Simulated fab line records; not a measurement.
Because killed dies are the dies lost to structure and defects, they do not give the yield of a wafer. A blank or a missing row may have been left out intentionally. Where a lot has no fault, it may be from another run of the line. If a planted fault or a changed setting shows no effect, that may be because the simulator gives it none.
Matching of chambers ; flow nandHarc ; rieDiel-06 running NHARC_A_STAIRCASE_TRIM_20: 4 sister chambers
The step chemistry O2, time 211.2 s. 4 wafers are shown with their chamber, then 9 later ones without.

## WAFERS PAIRED WITH THEIR CHAMBERS
wafer;chamber;drypumpMotorCurrentA (A)
L085.2;3;6.4
L085.5;1;5.1
L086.3;0;5.6
L086.5;2;5.9

## WAFERS WITHOUT THEIR CHAMBER
wafer;drypumpMotorCurrentA (A)
L090.1;5.2
L090.3;5.9
L090.5;5.6
L092.1;6.4
L092.3;5.9
L092.4;5.1
L096.1;5.9
L096.2;5.1
L096.3;5.7

## WHICH CHAMBER EACH ONE RAN IN
wafer;from the rows above;in truth
L090.1;1;1
L090.3;2;2
L090.5;0;0
L092.1;3;3
L092.3;2;2
L092.4;1;1
L096.1;2;2
L096.2;1;1
L096.3;0;0
Placed correctly: 9 of 9. Can't be placed from these rows: 0. 0 placed wrongly.
How it was worked out, from the rows above alone: a wafer's distance from a chamber is the root of the sum, over the readings, of the square of ((its reading less the chamber's mean) divided by the reading's scatter). The wafer belongs to the nearest chamber; if the next one is less than 2 further off, it can't be placed. For every chamber, the mean is computed from those of its wafers that are shown. The scatter: with one shown wafer a chamber, the root of the mean of the squares of how far each hidden wafer lies from its nearest shown one.
